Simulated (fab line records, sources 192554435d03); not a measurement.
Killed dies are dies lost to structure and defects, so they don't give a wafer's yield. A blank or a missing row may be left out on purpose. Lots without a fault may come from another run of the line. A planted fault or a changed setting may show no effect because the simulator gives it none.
fab line records | flow n5_finfet | part 1 of 2: steps 1 to 6 of 7
record lots=7 wafers=21 last_day=18
route steps=1938 shown SD_EPI_P@310 SD_ACTIVATION@330 ILD0@338 BEOL_M4@1111 PASSIVATION@1936
lots that met no fault: from a run of the same line without faults
start_h: hours from the record's first day to the start of the lot's first wafer shown | wait_h: hours since the lot's step before | " the same as in the row above | L1.1+2: a row that stands for several wafers | - no value, or no start given | * or withheld: withheld | < > ~ a bound
route shown NAME@n: a module of which the file shows steps, and the number in the route of the first | usual: mean/standard deviation of fault-free wafers | same: alike in all rows | chamber/n: place in a boat | sites: the reading at each site | _std_site: their standard deviation | _edge_site: outer sites' mean less inner sites' | radius_mm: how far each site lies from the wafer's centre | mask NAME#n: copy n | behind: the tool/chamber that last shaped the wafer | hold: why the lot was held/for how many hours/how that ended | device: the transistor (n, p or np) that didn't switch | end of line: the same wafers' tests at the end of the route | a step without rows: its recipe alone | killed: dies lost to structure and defects at the first sort, not the wafer's yield | map: a wafer's dies, x killed, . not, _ none there
set.NAME: the setting as run; set.NAME@STEP: as run at that earlier step | model.NAME: the simulator's own value behind a step, which no gauge read
steps of the route over a sample of lots; a table a step, a row a wafer
services: from which hour (start_h, from the record's first day; less than 0 if before it) a tool's chamber was out of use, for how many hours, and why
## steps
# step N5_SD_EPI_P_ETCHBACK_46
# recipe chemistry=CH3F/O2 mode=anisotropic_etchback target=SiNx target_depth_a=175 stop_on=SiO2 over_etch_frac=0.3 ion_energy_ev=120 pressure_mtorr=30 source_w=395 bias_w=73 Ar_flow_sccm=150 CH3F_flow_sccm=30 O2_flow_sccm=20
# usual bias_w=72.97/0.24 drypump_motor_current_A=5.7/0.35 oes_product_au=0.67/0.063 rf_vpp_V=296.7/2.6 showerhead_plenum_p_Torr=2.00/0.081 throttle_valve_pct=16.39/0.2
# columns lot.wafer tool chamber start_h wait_h bias_w drypump_motor_current_A oes_product_au rf_hours_counter_h rf_vpp_V showerhead_plenum_p_Torr throttle_valve_pct
L422.1 rie_diel-02 2 65.73 0.0 72.98 5.5 0.70 76 297.0 1.94 16.20
L422.3 " 1 " " 73.12 6.4 0.71 64 298.4 2.11 16.55
L422.4 " 0 " " 72.62 5.4 0.63 202 296.0 2.07 16.34
L425.2 rie_diel-02 2 82.61 0.0 72.85 5.5 0.69 80 295.9 1.94 16.20
L425.3 " 1 " " 72.86 6.3 0.70 69 299.5 2.11 16.58
L425.4 " 3 " " 72.95 5.5 0.66 128 301.0 2.00 16.38
L435.1 rie_diel-05 3 145.82 0.0 72.91 5.6 0.82 4 298.4 1.97 16.13
L435.2 " 1 " " 73.07 5.2 0.77 15 290.9 1.96 16.25
L435.4 " 0 " " 73.45 6.1 0.62 152 297.3 2.01 16.37
L436.1 rie_diel-05 0 155.08 0.0 73.20 6.1 0.62 155 297.3 2.01 16.38
L436.2 " 1 " " 72.88 5.2 0.76 17 292.9 1.96 16.26
L436.3 " 2 " " 73.03 6.0 0.61 198 296.7 2.06 16.19
L438.1 rie_diel-06 0 162.22 0.0 73.10 5.8 0.70 97 294.8 2.10 16.36
L438.2 " 2 " " 72.95 5.9 0.63 158 293.2 1.92 16.67
L438.3 " 1 " " 73.22 5.9 0.65 130 300.1 1.85 16.72
L439.3 rie_diel-02 1 171.16 0.0 73.02 6.3 0.67 98 299.6 2.10 16.63
L439.4 " 0 " " 72.97 5.4 0.60 235 295.9 2.06 16.40
L439.6 " 3 " " 73.13 5.5 0.64 - 299.4 1.99 16.45
L443.1 rie_diel-06 2 194.58 0.0 72.69 5.9 0.63 170 291.7 1.91 16.70
L443.4 " 1 " " 72.90 5.9 0.64 140 299.5 1.85 16.74
L443.6 " 3 " " 72.72 5.3 0.83 - 299.8 2.14 15.91
# step N5_SD_EPI_P_ETCH_47
# recipe chemistry=CH3F/O2 target=SiOCN target_depth_a=250 mask_material=SOC ion_energy_ev=60 bias_w=29 pressure_mtorr=30 source_w=410 Ar_flow_sccm=150 CH3F_flow_sccm=30 O2_flow_sccm=20
# usual bias_w=29.00/0.088 drypump_motor_current_A=5.7/0.35 oes_product_au=0.79/0.078 rf_vpp_V=127.3/1.3 showerhead_plenum_p_Torr=2.00/0.081 throttle_valve_pct=16.37/0.2
# columns lot.wafer tool chamber start_h wait_h bias_w drypump_motor_current_A oes_product_au rf_hours_counter_h rf_vpp_V showerhead_plenum_p_Torr throttle_valve_pct
L422.1 rie_diel-02 2 65.83 0.1 28.95 5.5 0.83 76 125.7 1.94 16.15
L422.3 " 1 " " 28.93 6.4 0.83 64 128.3 2.11 16.56
L422.4 " 0 " " 28.96 5.4 0.73 202 127.8 2.07 16.32
L425.2 rie_diel-02 2 82.71 0.1 28.89 5.5 0.81 80 127.2 1.94 16.16
L425.3 " 1 " " 29.13 6.3 0.83 69 127.6 2.11 16.54
L425.4 " 3 " " 29.07 5.5 0.78 128 129.0 2.00 16.35
L435.1 rie_diel-05 3 145.92 0.1 29.06 5.5 0.98 4 127.6 1.97 16.11
L435.2 " 1 " " 29.04 5.2 0.91 15 125.4 1.96 16.21
L435.4 " 0 " " 28.87 6.2 0.74 152 126.8 2.01 16.35
L436.1 rie_diel-05 0 155.18 0.1 29.02 6.2 0.74 155 126.3 2.01 16.36
L436.2 " 1 " " 29.21 5.2 0.91 17 125.8 1.96 16.22
L436.3 " 2 " " 29.06 6.0 0.71 198 126.9 2.06 16.16
L438.1 rie_diel-06 0 162.32 0.1 29.01 5.7 0.82 97 127.2 2.10 16.34
L438.2 " 2 " " 28.93 5.9 0.74 158 125.9 1.92 16.65
L438.3 " 1 " " 28.99 5.9 0.77 130 128.8 1.85 16.70
L439.3 rie_diel-02 1 171.26 0.1 29.01 6.3 0.80 98 127.9 2.10 16.60
L439.4 " 0 " " 29.01 5.4 0.70 235 127.5 2.06 16.37
L439.6 " 3 " " 28.85 5.5 0.75 - 129.1 1.99 16.41
L443.1 rie_diel-06 2 194.68 0.1 28.89 5.9 0.73 170 124.3 1.91 16.66
L443.4 " 1 " " 29.06 5.9 0.76 140 127.9 1.85 16.73
L443.6 " 3 " " 28.93 5.3 0.99 - 129.5 2.14 15.88
# step N5_SD_ACTIVATION_RTA_00
# recipe temp_c=975 time_s=0 ambient=N2 idle_temp_c=600 ramp_up_c_per_s=150 ramp_down_c_per_s=60 cool_to_c=600
# usual lamp_power_pct=8.97/0.052 lamp_zone_1_pct=8.954/0.03 lamp_zone_2_pct=8.95/0.032 lamp_zone_3_pct=8.95/0.03 lamp_zone_4_pct=8.95/0.033 lamp_zone_5_pct=8.96/0.031 lamp_zone_6_pct=8.878/0.03 lamp_zone_7_pct=9.35/0.035 wafer_temp_C_max=975.1/1.7
# columns lot.wafer tool chamber start_h wait_h lamp_power_pct lamp_zone_1_pct lamp_zone_2_pct lamp_zone_3_pct lamp_zone_4_pct lamp_zone_5_pct lamp_zone_6_pct lamp_zone_7_pct wafer_temp_C_max
L422.1 rtp_anneal-02 0 69.08 0.0 9.01 8.933 8.97 8.96 8.95 8.99 8.856 9.34 974.6
L422.3 " 0 " " 8.94 8.944 8.94 8.96 8.94 8.95 8.853 9.35 977.9
L422.4 " 0 " " 8.98 8.968 8.94 8.95 8.98 9.01 8.865 9.35 971.7
L425.2 rtp_anneal-02 0 85.97 0.1 8.95 8.968 8.95 8.96 8.93 8.97 8.894 9.36 977.4
L425.3 " 0 " " 8.95 8.940 8.95 8.88 8.94 8.95 8.879 9.38 975.1
L425.4 " 0 " " 9.03 8.968 8.94 8.97 8.95 8.99 8.861 9.38 972.7
L435.1 rtp_anneal-02 0 149.15 0.0 8.09 8.028 7.93 7.97 7.97 8.01 7.943 8.33 974.4
L435.2 " 0 " " 8.06 7.978 7.95 7.94 8.01 7.99 7.949 8.34 978.1
L435.4 " 0 " " 8.00 7.954 7.99 8.01 7.96 7.99 7.940 8.31 974.2
L436.1 rtp_anneal-02 0 158.49 0.1 7.98 7.982 7.97 7.97 8.04 7.98 7.905 8.33 975.6
L436.2 " 0 " " 7.98 8.012 8.01 7.96 7.97 8.03 7.912 8.35 975.7
L436.3 " 0 " " 8.06 7.984 7.98 7.99 8.00 7.99 7.892 8.32 976.1
L438.1 rtp_anneal-02 0 165.64 0.1 7.99 8.020 7.98 8.02 7.96 7.96 7.920 8.29 974.5
L438.2 " 0 " " 7.99 7.990 7.98 7.99 7.98 8.01 7.932 8.33 975.3
L438.3 " 0 " " 8.02 8.000 8.01 8.02 8.01 8.01 7.913 8.31 975.8
L439.3 rtp_anneal-01 0 174.55 0.1 8.92 8.871 8.95 8.97 8.86 8.92 8.911 9.32 976.9
L439.4 " 0 " " 8.88 8.949 8.97 8.88 8.92 8.99 8.849 9.33 976.4
L439.6 " 0 " " 8.87 8.938 9.03 8.94 8.94 8.95 8.920 9.39 976.5
L443.1 rtp_anneal-01 0 197.91 0.0 8.92 8.942 8.99 8.97 8.98 8.99 8.893 9.35 976.1
L443.4 " 0 " " 9.04 9.005 8.92 8.87 8.95 8.97 8.879 9.37 974.9
L443.6 " 0 " " 8.87 8.976 8.99 8.91 8.91 8.96 8.913 9.36 975.8
# step N5_SD_ACTIVATION_RS_MEAS_03
# recipe thk_meas_gauge=four-point-probe
# usual RS_SD_N=21.86/0.3 RS_SD_P=56.1/0.85
# columns lot.wafer tool chamber start_h wait_h RS_SD_N[ohm/sq] RS_SD_P[ohm/sq]
L422.1 film_metro-01 - 69.49 0.2 21.51 55.1
L422.3 " - " " 21.62 55.4
L422.4 " - " " 21.53 55.6
L425.2 film_metro-02 - 86.37 0.2 22.00 58.1
L425.3 " - " " 21.97 57.8
L425.4 " - " " 22.06 56.6
L435.1 film_metro-01 - 149.55 0.2 23.32 58.4
L435.2 " - " " 22.54 57.5
L435.4 " - " " 23.19 57.3
L436.1 film_metro-01 - 158.91 0.2 23.15 58.5
L436.2 " - " " 23.35 57.4
L436.3 " - " " 23.19 59.1
L438.1 film_metro-02 - 166.05 0.2 23.19 56.3
L438.2 " - " " 23.17 55.8
L438.3 " - " " 23.29 56.5
L439.3 film_metro-02 - 174.94 0.2 21.73 55.1
L439.4 " - " " 21.67 56.6
L439.6 " - " " 22.20 56.6
L443.1 film_metro-02 - 198.32 0.2 21.42 54.6
L443.4 " - " " 21.60 54.6
L443.6 " - " " 21.81 54.4
# step N5_ILD0_CMP_03
# recipe stop_on=SiNx t_overpolish_s=1.9 post_cmp_clean=alkaline_brush down_force_psi=4.1491 platen_rpm=51.796 pad_velocity_m_s=1.0306 target_thk_nm=197.38
# usual motor_current_A=12.5/1.2 overpolish_run_s=1.899/0.0091 platen_rpm=51.79/0.035 time_to_endpoint_s=70/3.6
# columns lot.wafer tool chamber start_h wait_h motor_current_A overpolish_run_s platen_rpm time_to_endpoint_s
L422.1 cmp-01 3 72.49 0.0 13.5 1.887 51.80 69
L422.4 " 0 " " 11.8 1.895 51.78 66
L422.3 " 1 " " 13.0 1.909 51.82 68
L425.2 cmp-03 0 89.11 0.1 11.3 1.887 51.86 72
L425.3 " 1 " " 12.1 1.891 51.81 74
L425.4 " 2 " " 12.3 1.899 51.84 75
L435.1 cmp-01 0 152.46 0.2 12.3 1.892 51.75 70
L435.2 " 1 " " 12.7 1.899 51.78 70
L435.4 " 3 " " 13.7 1.891 51.79 69
L436.3 cmp-04 0 161.69 0.1 11.5 1.879 51.82 69
L436.1 " 1 " " 12.5 1.887 51.74 68
L436.2 " 2 " " 13.7 1.909 51.78 70
L438.3 cmp-01 3 168.81 0.1 13.0 1.894 51.73 69
L438.2 " 0 " " 11.9 1.909 51.81 67
L438.1 " 1 " " 12.1 1.902 51.80 66
L439.4 cmp-04 2 177.66 0.1 13.1 1.888 51.73 69
L439.3 " 3 " " 11.5 1.909 51.78 67
L439.6 " 2 " " 13.7 1.905 51.76 69
L443.1 cmp-01 3 201.08 0.1 13.0 1.905 51.83 75
L443.4 " 0 " " 11.7 1.886 51.74 74
L443.6 " 2 " " 10.9 1.913 51.80 74
# step N5_BEOL_M4_RC_MEAS_101
# usual DIBL_N=36.3/1.6 DIBL_P=36.5/1.6 IOFF_N=0.163/0.026 IOFF_N_85C=3.2/0.42 IOFF_N_LIN=0.075/0.0098 IOFF_P=0.22/0.033 ION_N=676/9.9 ION_P=464/6.5 RC_DENSE_N=18.8/0.33 RC_N=15.35/0.26 REXT_N=74.7/1.8 REXT_P=100.9/2.1 RS_SD_N=28.3/0.37 SS_N=71.5/0.5 SS_P=73.3/0.64 VT_N=249.3/2.9 VT_N_LVT=98.2/2.8 VT_P=-250/3.2 VT_P_LVT=-98.5/3
# columns lot.wafer tool chamber start_h wait_h DIBL_N[mV/V] DIBL_P[mV/V] IOFF_N[nA/um] IOFF_N_85C[nA/um] IOFF_N_LIN[nA/um] IOFF_P[nA/um] ION_N[uA/um] ION_P[uA/um] RC_DENSE_N[ohm.um] RC_N[ohm.um] REXT_N[ohm.um] REXT_P[ohm.um] RS_SD_N[ohm/sq] SS_N[mV/dec] SS_P[mV/dec] VT_N[mV] VT_N_LVT[mV] VT_P[mV] VT_P_LVT[mV]
L422.1 prober-02 0 200.28 0.1 36.5 35.4 0.157 3.1 0.074 0.23 674 461 18.7 15.34 75.6 97.3 27.9 72.0 72.8 251.4 100.5 -249 -98.1
L422.3 " 0 " " 38.0 37.1 0.188 3.6 0.085 0.26 685 476 19.3 15.75 74.1 97.8 27.7 72.2 73.8 244.5 96.4 -245 -95.3
L422.4 " 0 " " 35.6 34.9 0.149 3.0 0.072 0.22 695 479 19.0 15.44 74.3 96.6 28.0 71.3 73.0 246.2 98.6 -246 -97.6
L425.2 prober-02 0 208.37 0.2 36.9 37.9 0.179 3.5 0.081 0.22 673 463 19.1 15.76 76.5 101.7 27.9 71.6 74.8 245.1 95.9 -251 -100.0
L425.3 " 0 " " 37.0 38.1 0.182 3.6 0.082 0.22 688 466 18.7 15.25 75.8 99.7 28.6 71.7 73.9 246.4 96.0 -250 -99.7
L425.4 " 0 " " 35.6 36.5 0.160 3.1 0.075 0.20 697 464 18.6 15.23 75.7 99.5 28.2 70.8 74.3 248.8 97.6 -253 -101.1
L435.1 prober-02 0 266.32 0.0 26.3 30.5 0.053 1.2 0.030 0.11 586 433 19.9 16.20 105.5 122.3 29.9 69.4 72.2 266.9 115.6 -263 -110.6
L435.2 " 0 " " 28.9 33.2 0.073 1.6 0.040 0.13 607 433 19.5 15.79 103.9 120.6 29.1 70.3 73.0 260.4 111.0 -259 -108.1
L435.4 " 0 " " 28.9 33.2 0.069 1.6 0.038 0.13 598 436 19.7 16.08 103.4 119.7 30.2 69.7 72.4 263.2 111.8 -260 -106.3
L436.1 prober-01 0 277.88 0.0 29.1 33.2 0.070 1.6 0.038 0.12 595 432 19.5 15.90 105.5 115.1 29.7 70.0 73.2 262.7 113.7 -261 -112.1
L436.2 " 0 " " 27.8 31.7 0.060 1.4 0.034 0.11 588 431 19.8 16.13 105.3 114.2 30.2 70.1 72.6 266.6 115.4 -260 -112.4
L436.3 " 0 " " 28.8 33.0 0.072 1.6 0.039 0.12 610 437 19.5 15.91 105.0 115.7 29.5 70.1 72.8 262.7 112.6 -263 -111.8
L438.1 prober-01 0 282.61 0.0 29.7 32.3 0.071 1.6 0.039 0.14 605 440 20.5 16.74 101.1 112.9 29.3 69.5 72.4 262.1 111.4 -256 -105.2
L438.2 " 0 " " 28.1 31.2 0.063 1.4 0.036 0.13 596 439 19.8 16.17 102.0 111.0 29.6 69.7 72.1 260.4 111.0 -257 -105.8
L438.3 " 0 " " 29.0 31.6 0.065 1.5 0.037 0.13 596 436 20.4 16.59 101.8 112.7 29.5 69.7 71.9 260.0 111.2 -259 -107.0
L439.3 prober-01 0 307.48 0.3 33.9 34.1 0.123 2.6 0.061 0.21 676 477 18.7 15.27 71.9 97.9 28.1 71.4 72.4 255.8 103.2 -246 -96.3
L439.4 " 0 " " 34.3 34.0 0.123 2.5 0.060 0.20 665 459 19.2 15.56 73.0 100.0 28.3 71.0 73.1 254.4 104.4 -248 -98.4
L439.6 " 0 " " 34.3 33.9 0.128 2.7 0.062 0.21 663 467 18.8 15.41 73.4 99.2 28.8 71.2 72.2 256.5 102.5 -247 -97.5
L443.1 prober-01 0 320.48 0.0 36.3 35.8 0.173 3.3 0.083 0.24 681 463 18.2 14.79 75.7 100.2 28.2 71.5 73.2 246.1 94.0 -246 -93.5
L443.4 " 0 " " 36.5 35.5 0.165 3.2 0.078 0.23 671 462 18.2 14.91 74.6 100.5 27.9 72.0 74.0 247.7 94.7 -246 -93.6
L443.6 " 0 " " 38.5 39.0 0.217 4.0 0.098 0.30 696 473 18.4 14.89 75.6 99.5 28.1 72.0 74.1 243.8 91.0 -245 -89.9
## key
first_sign step=N5_SD_ACTIVATION_RTA_00 reading=lamp_zone_1_pct direction=down sigmas=32 usual=* struck=*
effect step=N5_SD_ACTIVATION_RTA_00 reading=lamp_zone_6_pct direction=down sigmas=32 usual=* struck=*
effect step=N5_SD_ACTIVATION_RS_MEAS_03 reading=RS_SD_N direction=up sigmas=4.4 usual=21.86 struck=23.16
effect step=N5_BEOL_M4_RC_MEAS_101 reading=REXT_N direction=up sigmas=16 usual=74.7 struck=103.7
effect step=N5_BEOL_M4_RC_MEAS_101 reading=ION_N direction=down sigmas=7.9 usual=676 struck=598
effect step=N5_BEOL_M4_RC_MEAS_101 reading=REXT_P direction=up sigmas=7.2 usual=100.9 struck=116.0
effect step=N5_BEOL_M4_RC_MEAS_101 reading=VT_N_LVT direction=up sigmas=5.2 usual=98.2 struck=112.6
effect step=N5_BEOL_M4_RC_MEAS_101 reading=DIBL_N direction=down sigmas=5 usual=36.3 struck=28.5
effect step=N5_BEOL_M4_RC_MEAS_101 reading=VT_N direction=up sigmas=4.6 usual=249.3 struck=262.8
effect step=N5_BEOL_M4_RC_MEAS_101 reading=ION_P direction=down sigmas=4.4 usual=464 struck=435
effect step=N5_BEOL_M4_RC_MEAS_101 reading=IOFF_N_85C direction=down sigmas=3.9 usual=3.2 struck=1.5
effect step=N5_BEOL_M4_RC_MEAS_101 reading=IOFF_N_LIN direction=down sigmas=3.9 usual=0.075 struck=0.037
effect step=N5_BEOL_M4_RC_MEAS_101 reading=RS_SD_N direction=up sigmas=3.8 usual=28.3 struck=29.7
effect step=N5_BEOL_M4_RC_MEAS_101 reading=IOFF_N direction=down sigmas=3.7 usual=0.163 struck=0.066
effect step=N5_BEOL_M4_RC_MEAS_101 reading=VT_P_LVT direction=down sigmas=3.5 usual=-98.5 struck=-108.8
effect step=N5_PASSIVATION_PROBE_49 reading=sort_bin_8_speed direction=up sigmas=99+ usual=0 struck=86.93
met_at N5_SD_ACTIVATION_RTA_00
struck_lots L435,L436,L438
not_acting_at N5_SD_EPI_P_ETCHBACK_46,N5_SD_EPI_P_ETCH_47,N5_ILD0_CMP_03
onset_between 85.97 149.15
fault kind=process_parameter_drift tool=rtp_anneal-02 chamber=- onset_h=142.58 steps=N5_SD_ACTIVATION_RTA_00 channel=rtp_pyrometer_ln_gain offset=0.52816 shape=step end_h=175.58
